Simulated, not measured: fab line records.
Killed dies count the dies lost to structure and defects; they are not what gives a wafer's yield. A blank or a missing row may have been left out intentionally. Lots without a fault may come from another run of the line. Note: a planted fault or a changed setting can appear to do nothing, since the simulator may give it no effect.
A lot that was struck, set against a sound lot -- flow n5-finfet -- 22 steps out of a route of 1938
Sound: these wafers, L727.3, L727.4, L727.6. Struck: wafer L733.5. (L733.4, L733.6 of the same lot were not struck and are left out.) The cause comes at the end.
Order at every step that has rows: each side's tool, ch and its chambers, its first start. Under that, the readings that differ: sound wafers -- struck wafers -- difference of the means -- sigmas: that difference in standard deviations of wafers without a fault.
alike: readings whose means differ by less than 2 such deviations, and words and numbers that are the same on both sides. not compared: withheld readings, readings that some wafer has no value for, bounds like >300 that may hide the same value, and numbers for which the record gives no deviation and whose values overlap.
The two part at a step that has a row with sigmas, a row that says differs or no value, or rows on one side only. Non-overlapping numbers with no deviation appear without sigmas and do not part them. A reading that every wafer of one side lacks parts them only if that side has two wafers or more.

N5_PMOS_HMC_CHANNEL_EPI_HM_DEP_34: deposits SiO2 from TEOS/O2, target thk 36 nm, time 6.9 s.
  sound on pecvd-01 ch 0,1, day 1 23:05; struck on pecvd-01 ch 1, day 3 11:06
  alike: heater-power-w, showerhead-plenum-p-Torr, throttle-valve-pct
then, 7 steps without rows for these wafers: N5_PMOS_HMC_CHANNEL_EPI_COAT_31 (time 60 s, resist thk 66 nm); N5_PMOS_HMC_CHANNEL_EPI_COAT_03 (resist thk 205 nm); N5_PMOS_HMC_CHANNEL_EPI_EBR_05; N5_PMOS_HMC_CHANNEL_EPI_SOFTBAKE_04 (time 60 s); N5_PMOS_HMC_CHANNEL_EPI_EXPOSE_06 (exposes mask PMOS HMC BLK, target cd 240 nm); N5_PMOS_HMC_CHANNEL_EPI_PEB_07 (peb time 60 s); N5_PMOS_HMC_CHANNEL_EPI_DEVELOP_08 (develop time 30 s).
N5_PMOS_HMC_CHANNEL_EPI_CD_MEAS_09: target cd 237.4 nm.
  sound on cd-sem-03 ch 0, day 1 23:29; struck on cd-sem-02 ch 0, day 3 11:31
  alike: cd-nm
N5_PMOS_HMC_CHANNEL_EPI_OVL_MEAS_10:
  sound on overlay-01 ch 0, day 1 23:31; struck on overlay-02 ch 0, day 3 11:32
  alike: PMOS_HMC_BLK_OVL
N5_PMOS_HMC_CHANNEL_EPI_INSPECT_11: inspects for defects (macro).
  sound on defect-inspect-02 at day 1 23:32; struck on defect-inspect-02 at day 3 11:34
reading,sound,struck,difference,sigmas
raw-defect-count,4 4 4,1,-3,-2
N5_PMOS_HMC_CHANNEL_EPI_DESCUM_14: chemistry O2, time 7.9 s.
  sound on rie-diel-04 ch 1,2,3, day 1 23:34; struck on rie-diel-05 ch 2, day 3 11:45
  alike: drypump-motor-current-A, oes-product-au, rf-vpp-V, showerhead-plenum-p-Torr, throttle-valve-pct
  not compared: rf-hours-counter-h
N5_PMOS_HMC_CHANNEL_EPI_ETCH_32: etches BARC in N2/H2, stops on SiO2, target depth 85.8 nm, time 50.3 s.
  sound on rie-diel-04 ch 1,2,3, day 1 23:36; struck on rie-diel-05 ch 2, day 3 11:47
reading,sound,struck,difference,sigmas
model.CAR-ArF-block_of_PMOS_HMC_CHANNEL_EPI_COAT_03.thk-nm (nm),133.3 130.9 131.5,85.36,-46.54,
model.PMOS_HMC_CHANNEL_EPI.cd-nm (nm),238.5 242.2 241.8,246.6,+5.8,
model.SiO2_of_PMOS_HMC_CHANNEL_EPI_HM_DEP_34.thk-nm (nm),35.39 36.81 36.57,35.23,-1.03,
  alike: drypump-motor-current-A, oes-product-au, rf-vpp-V, showerhead-plenum-p-Torr, throttle-valve-pct
  not compared: rf-hours-counter-h
N5_PMOS_HMC_CHANNEL_EPI_HM_OPEN_15: chemistry CHF3/O2, target SiO2, target depth 40.6 nm, time 20.3 s.
  sound on rie-diel-04 ch 1,2,3, day 1 23:39; struck on rie-diel-05 ch 2, day 3 11:50
reading,sound,struck,difference,sigmas
rf-vpp-V (V),522 511 511,528,+13,+3
model.CAR-ArF-block_of_PMOS_HMC_CHANNEL_EPI_COAT_03.thk-nm (nm),93.14 89.43 90.79,44.3,-46.8,
  alike: drypump-motor-current-A, oes_ar_750_au, oes-product-au, showerhead-plenum-p-Torr, throttle-valve-pct
  not compared: rf-hours-counter-h
N5_PMOS_HMC_CHANNEL_EPI_STRIP_33: strips in N2/H2.
  sound on rie-diel-04 ch 1,2,3, day 1 23:42; struck on rie-diel-05 ch 2, day 3 11:53
  alike: drypump-motor-current-A, oes-product-au, rf-vpp-V, showerhead-plenum-p-Torr, throttle-valve-pct
  not compared: rf-hours-counter-h
then, 1 step without rows for these wafers: N5_PMOS_HMC_CHANNEL_EPI_STRIP_17 (strips in SPM, time 750 s).
N5_PMOS_HMC_CHANNEL_EPI_ETCH_38: etches SiO2 in CF4, target depth 1.5 nm.
  sound on rie-si-05 ch 1,2, day 2 00:01; struck on rie-si-03 ch 0, day 3 12:10
reading,sound,struck,difference,sigmas
oes-product-au (a.u.),1.025 1.011 1.021,0.973,-0.046,-3
  alike: drypump-motor-current-A, throttle-valve-pct
  not compared: rf-hours-counter-h
N5_PMOS_HMC_CHANNEL_EPI_FIN_RECESS_16: chemistry HBr/Cl2, target Si, target depth 54 nm, time 18 s.
  sound on rie-si-05 ch 1,2, day 2 00:02; struck on rie-si-03 ch 0, day 3 12:11
reading,sound,struck,difference,sigmas
oes-product-au (a.u.),1.034 1.021 1.019,0.987,-0.038,-2
model.PMOS_HMC_CHANNEL_EPI.cd-nm (nm),238.4 242 241.6,246.7,+6.0,
  alike: drypump-motor-current-A, throttle-valve-pct
  not compared: rf-hours-counter-h
then, 1 step without rows for these wafers: N5_PMOS_HMC_CHANNEL_EPI_PRECLEAN_36 (cleans in O3/DIW, time 45 s).
N5_PMOS_HMC_CHANNEL_EPI_PRECLEAN_18: cleans in DHF, time 30 s.
  sound on wet-bench-05 ch 3,5,7, day 2 00:08; struck on wet-bench-03 ch 3, day 3 12:18
reading,sound,struck,difference,sigmas
model.SiO2_of_PMOS_HMC_CHANNEL_EPI_HM_DEP_34.thk-nm (nm),24.02 25.61 25.24,24.01,-0.95,
then, 1 step without rows for these wafers: N5_PMOS_HMC_CHANNEL_EPI_SRD_19 (time 30 s).
-- here the record skips 7 days between the struck wafers' starts before and after, leaving off in module PMOS_HMC_CHANNEL_EPI and picking up in module BEOL_M4 (first step shown: number 1111 of the route) --
N5_BEOL_M4_RC_MEAS_101:
  sound on prober-02 ch 0, day 8 06:23; struck on prober-01 ch 0, day 10 00:29
reading,sound,struck,difference,sigmas
DIBL_N (mV/V),33.7 35.1 32.8,38.2,+4.3,+3
IOFF_P (nA/um),0.191 0.205 0.167,0.262,+0.074,+3
  alike: DIBL_P, IOFF_N, ION_N, ION_P, SS_N, SS_P, VT_N, VT_P

WHERE THEY PART
At N5_PMOS_HMC_CHANNEL_EPI_INSPECT_11 first; at N5_BEOL_M4_RC_MEAS_101 last (within this record only).

WHY: whatever the simulator had introduced
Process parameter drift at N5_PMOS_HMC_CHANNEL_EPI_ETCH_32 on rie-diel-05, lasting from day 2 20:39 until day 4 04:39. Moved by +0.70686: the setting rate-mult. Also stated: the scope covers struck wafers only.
